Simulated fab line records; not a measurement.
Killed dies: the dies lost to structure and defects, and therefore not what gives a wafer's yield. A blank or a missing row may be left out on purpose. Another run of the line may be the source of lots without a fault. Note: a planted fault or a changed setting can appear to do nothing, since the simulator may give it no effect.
Matching of chambers ; flow n5_finfet ; 4 sister chambers for N5_SDB_CMP_30 on cmp-01
The step polishes, stops on poly-Si, t overpolish 1.54 s, target thk 30 nm. 8 wafers are shown with their chamber, then 9 later ones without.

== WAFERS WITH THEIR CHAMBER ==
wafer;chamber;motor_current_A (A);time_to_endpoint_s (s)
L082.1;2;12.4;22.4
L084.5;2;12.4;21.4
L086.2;3;11.8;15.0
L086.3;1;11.3;21.4
L086.4;0;13.1;14.1
L089.2;3;12.1;18.4
L089.4;0;13.5;16.3
L089.5;1;11.4;22.6

== WAFERS WITHOUT THEIR CHAMBER ==
wafer;motor_current_A (A);time_to_endpoint_s (s)
L092.1;12.2;15.8
L092.2;13.4;16.2
L092.3;12.5;21.5
L093.1;12.7;21.6
L093.2;12.5;17.0
L093.4;11.4;19.4
L096.2;12.7;14.0
L096.3;11.3;21.1
L096.5;11.4;18.0

== EACH ONE'S CHAMBER ==
wafer;from the rows above;in truth
L092.1;3;3
L092.2;0;0
L092.3;2;2
L093.1;2;2
L093.2;can't be placed: 3 or 2 or 0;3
L093.4;can't be placed: 1 or 3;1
L096.2;can't be placed: 0 or 3 or 2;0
L096.3;1;1
L096.5;can't be placed: 1 or 3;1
Correct placement for 5 of the 9. From these rows, 4 cannot be placed; in 4 the true chamber is one of the candidates. Number placed wrongly: 0.
How it was worked out, from the rows above alone: a wafer's distance from a chamber is the root of the sum, over the readings, of the square of ((its reading less the chamber's mean) divided by the reading's scatter). If the next closest chamber is less than 2 further off than the closest, the wafer can't be placed; otherwise it belongs to the closest. For every chamber, the mean is computed from those of its wafers that are shown. How the scatter is found: for the shown wafers, subtract from each reading the mean of its chamber, square and add these, divide the total by (wafers less chambers), then take the root.
